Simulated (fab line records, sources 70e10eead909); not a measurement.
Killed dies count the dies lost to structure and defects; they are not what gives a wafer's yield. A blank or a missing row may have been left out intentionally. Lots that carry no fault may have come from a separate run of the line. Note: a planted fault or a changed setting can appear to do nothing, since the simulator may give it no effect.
Which tool is to blame? | flow nandHarc | 30 wafers from 10 lots sampled at 4 of the route's 1159 steps

## WHAT EACH GAUGE READ, for each wafer
NHARC_A_M0_CD_MEAS_09 targets a cd of 80 nm.
lot  | measured     | on       | cdNm (nm)
L565 | day 18 05:44 | cdSem-03 | 80.1 80.5 80.3
L567 | day 18 14:17 | cdSem-02 | 80.4 80.5 80.1
L569 | day 18 21:08 | cdSem-03 | 81.4 82.3 81.3
L568 | day 19 12:53 | cdSem-02 | 81.7 80.0 80.3
L572 | day 19 13:19 | cdSem-02 | 80.3 81.8 81.0
L571 | day 19 23:43 | cdSem-03 | 99.4 100.6 100.1
L570 | day 20 03:38 | cdSem-03 | 97.5 97.0 95.9
L577 | day 20 13:42 | cdSem-01 | 79.8 79.0 78.9
L584 | day 22 00:28 | cdSem-03 | 80.0 80.8 80.2
L586 | day 22 19:43 | cdSem-03 | 80.5 79.9 80.0

## TOOL THAT RAN EACH LOT (tool first, then ch and the chambers of the sampled wafers, then the start)
lot  | NHARC_A_BLC_ETCH_16               | NHARC_A_BLC_ALD_23                 | NHARC_A_M0_EXPOSE_06
L565 | rieDiel-08 ch 1,3, day 17 14:15   | aldMetal-03 ch 0,3, day 17 16:08   | arfiScanner-01 ch 0, day 18 05:36
L567 | rieDiel-11 ch 1,2, day 18 10:29   | aldMetal-03 ch 0,2, day 18 12:14   | arfiScanner-02 ch 0, day 18 14:08
L569 | rieDiel-01 ch 0,1, day 18 15:26   | aldMetal-02 ch 0,2, day 18 17:10   | arfiScanner-01 ch 0, day 18 20:59
L568 | rieDiel-11 ch 1,2,3, day 19 01:20 | aldMetal-02 ch 0,1,3, day 19 03:18 | arfiScanner-01 ch 0, day 19 12:44
L572 | rieDiel-01 ch 0,2, day 19 02:47   | aldMetal-01 ch 1,2, day 19 04:35   | arfiScanner-03 ch 0, day 19 13:11
L571 | rieDiel-01 ch 0,2,3, day 19 17:01 | aldMetal-03 ch 2,3, day 19 18:44   | arfiScanner-02 ch 0, day 19 23:35
L570 | rieDiel-11 ch 0,1, day 19 21:11   | aldMetal-02 ch 1,2,3, day 19 22:59 | arfiScanner-02 ch 0, day 20 03:29
L577 | rieDiel-01 ch 0,1, day 20 04:20   | aldMetal-02 ch 1,2,3, day 20 06:16 | arfiScanner-03 ch 0, day 20 13:34
L584 | rieDiel-11 ch 0,2, day 21 19:31   | aldMetal-02 ch 0,2,3, day 21 21:17 | arfiScanner-03 ch 0, day 22 00:19
L586 | rieDiel-01 ch 0,1, day 22 13:36   | aldMetal-02 ch 0,1,3, day 22 15:20 | arfiScanner-03 ch 0, day 22 19:35
- NHARC_A_BLC_ETCH_16: etches the open film in CF4, target depth 39 nm, time 65 s.
- NHARC_A_BLC_ALD_23: deposits TiN, target thk 3 nm, pulse time 1 s, ald cycles 150.
- NHARC_A_M0_EXPOSE_06: exposes mask A M0, target cd 80 nm.

## THE ANSWER, worked out from the rows above alone
Rule: the usual values come from the lots themselves. Put in order of their means at a reading, lots are off if they are a third of the lots or fewer, leave a main group of 4 or more, and stand apart from it by a gap of 3 or more times the standard deviation of the main group's means; of several such gaps the widest counts. A main group is skipped when, at the precision printed for the reading in the tables above, its means are all equal. A lot without any number at a reading at which 4 lots or more have one is off too. Any other lot the step has rows for is counted as sound.
Off at NHARC_A_M0_CD_MEAS_09 (cdNm): L571, L570. Main group: mean 80.5 nm, sd 0.66.
A tool fits if, at a process step before that reading, it ran every lot that is off, and no sound lot after the first of them. Gauges at NHARC_A_M0_CD_MEAS_09: tried the same way as those tools. One fits: arfiScanner-02 at NHARC_A_M0_EXPOSE_06. Its last sound lot is L567 (day 18 14:08), its first lot that is off L571 (day 19 23:35): a fault that began between those two fits.

## WHAT THE SIMULATOR HAD INSERTED
Process parameters drifting: arfiScanner-02 at NHARC_A_M0_EXPOSE_06, beginning at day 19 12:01. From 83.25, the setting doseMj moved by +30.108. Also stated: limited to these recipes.
Shown lots that were struck: L571, L570. The rule above found the same.
